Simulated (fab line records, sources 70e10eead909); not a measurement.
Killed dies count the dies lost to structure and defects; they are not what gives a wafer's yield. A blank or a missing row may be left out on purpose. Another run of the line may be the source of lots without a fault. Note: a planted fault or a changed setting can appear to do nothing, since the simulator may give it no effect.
What tool caused it? / flow nand_harc / 72 wafers from 24 lots sampled at 2 of the route's 1302 steps

== WHAT THE GAUGES READ, wafer by wafer ==
NHARC_A_CONTACT_CD_MEAS_15. Usual: cd_nm 189.8 nm, standard deviation 0.76.
lot=L075; measured=day 22 11:43; on=cd_sem-02; cd_nm (nm)=189.5 189.7 188.3; flag=
lot=L074; measured=day 22 17:27; on=cd_sem-01; cd_nm (nm)=190.6 189.8 189.2; flag=
lot=L076; measured=day 23 01:44; on=cd_sem-01; cd_nm (nm)=189.4 190.0 189.7; flag=
lot=L078; measured=day 23 15:58; on=cd_sem-02; cd_nm (nm)=189.0 190.3 189.5; flag=
lot=L077; measured=day 23 17:49; on=cd_sem-01; cd_nm (nm)=189.3 190.0 190.7; flag=
lot=L080; measured=day 24 12:19; on=cd_sem-03; cd_nm (nm)=189.6 189.6 189.3; flag=
lot=L079; measured=day 24 12:37; on=cd_sem-03; cd_nm (nm)=188.8 189.1 187.5; flag=
lot=L081; measured=day 24 23:31; on=cd_sem-02; cd_nm (nm)=189.0 190.5 190.8; flag=
lot=L082; measured=day 26 02:11; on=cd_sem-01; cd_nm (nm)=190.9 190.8 189.8; flag=
lot=L083; measured=day 26 15:07; on=cd_sem-01; cd_nm (nm)=189.5 188.9 189.2; flag=
lot=L084; measured=day 26 17:59; on=cd_sem-03; cd_nm (nm)=189.8 189.4 190.7; flag=
lot=L086; measured=day 26 20:32; on=cd_sem-03; cd_nm (nm)=189.9 189.3 189.2; flag=
lot=L085; measured=day 27 06:22; on=cd_sem-02; cd_nm (nm)=189.8 189.8 189.5; flag=
lot=L088; measured=day 28 02:35; on=cd_sem-02; cd_nm (nm)=190.0 190.1 190.9; flag=
lot=L087; measured=day 28 04:28; on=cd_sem-01; cd_nm (nm)=189.3 189.5 189.9; flag=
lot=L089; measured=day 28 08:05; on=cd_sem-01; cd_nm (nm)=189.8 189.6 189.4; flag=
lot=L090; measured=day 28 19:53; on=cd_sem-02; cd_nm (nm)=189.2 189.2 189.9; flag=
lot=L091; measured=day 29 04:11; on=cd_sem-02; cd_nm (nm)=191.9 190.9 191.6; flag=
lot=L094; measured=day 30 04:31; on=cd_sem-03; cd_nm (nm)=189.5 189.9 189.4; flag=
lot=L092; measured=day 30 08:01; on=cd_sem-01; cd_nm (nm)=190.1 190.5 190.1; flag=
lot=L093; measured=day 30 11:45; on=cd_sem-02; cd_nm (nm)=189.8 190.5 190.4; flag=
lot=L096; measured=day 31 00:38; on=cd_sem-02; cd_nm (nm)=190.9 191.0 189.8; flag=
lot=L095; measured=day 31 03:37; on=cd_sem-01; cd_nm (nm)=189.1 188.4 188.4; flag=
lot=L097; measured=day 32 11:06; on=cd_sem-02; cd_nm (nm)=189.7 191.0 190.1; flag=

NHARC_A_BLC_CD_MEAS_10: the cd target is 100 nm. Usual: cd_nm 100.4 nm, standard deviation 0.77.
lot=L075; measured=day 22 14:45; on=cd_sem-01; cd_nm (nm)=101.5 100.6 99.8; flag=
lot=L074; measured=day 22 20:35; on=cd_sem-01; cd_nm (nm)=101.0 99.4 99.7; flag=
lot=L076; measured=day 23 04:45; on=cd_sem-01; cd_nm (nm)=99.8 99.8 99.9; flag=
lot=L078; measured=day 23 19:01; on=cd_sem-01; cd_nm (nm)=99.4 101.3 100.5; flag=
lot=L077; measured=day 23 21:01; on=cd_sem-01; cd_nm (nm)=101.2 101.0 101.2; flag=
lot=L080; measured=day 24 15:33; on=cd_sem-01; cd_nm (nm)=99.8 99.6 100.2; flag=
lot=L079; measured=day 24 16:27; on=cd_sem-03; cd_nm (nm)=100.4 100.3 101.9; flag=
lot=L081; measured=day 25 02:19; on=cd_sem-03; cd_nm (nm)=100.3 101.9 101.4; flag=
lot=L082; measured=day 26 05:03; on=cd_sem-02; cd_nm (nm)=101.4 101.9 101.3; flag=
lot=L083; measured=day 26 18:10; on=cd_sem-01; cd_nm (nm)=100.1 100.0 100.0; flag=
lot=L084; measured=day 26 21:34; on=cd_sem-03; cd_nm (nm)=99.5 100.8 100.5; flag=
lot=L086; measured=day 26 23:44; on=cd_sem-02; cd_nm (nm)=100.7 100.0 101.3; flag=
lot=L085; measured=day 27 09:24; on=cd_sem-01; cd_nm (nm)=99.2 100.4 97.9; flag=
lot=L088; measured=day 28 05:26; on=cd_sem-02; cd_nm (nm)=100.3 100.4 99.5; flag=
lot=L087; measured=day 28 07:28; on=cd_sem-03; cd_nm (nm)=99.7 99.1 100.4; flag=
lot=L089; measured=day 28 11:06; on=cd_sem-02; cd_nm (nm)=99.3 100.7 100.1; flag=
lot=L090; measured=day 28 22:50; on=cd_sem-02; cd_nm (nm)=100.1 100.4 101.7; flag=
lot=L091; measured=day 29 07:10; on=cd_sem-03; cd_nm (nm)=100.5 100.2 99.7; flag=
lot=L094; measured=day 30 07:22; on=cd_sem-01; cd_nm (nm)=101.1 100.7 100.6; flag=
lot=L092; measured=day 30 11:05; on=cd_sem-03; cd_nm (nm)=100.9 100.9 100.1; flag=
lot=L093; measured=day 30 14:46; on=cd_sem-01; cd_nm (nm)=100.9 99.7 100.9; flag=
lot=L096; measured=day 31 03:43; on=cd_sem-03; cd_nm (nm)=100.8 100.4 99.2; flag=
lot=L095; measured=day 31 06:38; on=cd_sem-02; cd_nm (nm)=100.2 99.9 100.4; flag=
lot=L097; measured=day 32 14:03; on=cd_sem-02; cd_nm (nm)=99.9 100.0 100.3; flag=

== WHICH TOOL RAN EACH LOT (tool, then ch and the chambers of the sampled wafers, then the start) ==
There is no process step in the record ahead of these readings.

== WHAT THE TOOLS THEMSELVES READ (means of the sampled wafers that have a number; where no wafer has one, the mark that the record gives instead) ==
The record holds no such reading with a usual standard deviation.

== THE ANSWER, worked out from the rows above alone ==
Rule: a lot counts as off when the mean over its wafers that have a number is more than 3 standard deviations away from the usual mean. Also off: a lot with no number at a reading for which 4 or more lots have one. Any other lot the step has rows for is counted as sound. The gauges are gone through in route order, then the tools' own readings, and for those a lot's mean is taken as printed above. The first step at which some lot is off is used, and at that step the reading that is off furthest; a lot without a number counts as furthest.
No lot is off at any reading shown: from this, nothing can be told.

== WHAT THE SIMULATOR HAD PUT IN ==
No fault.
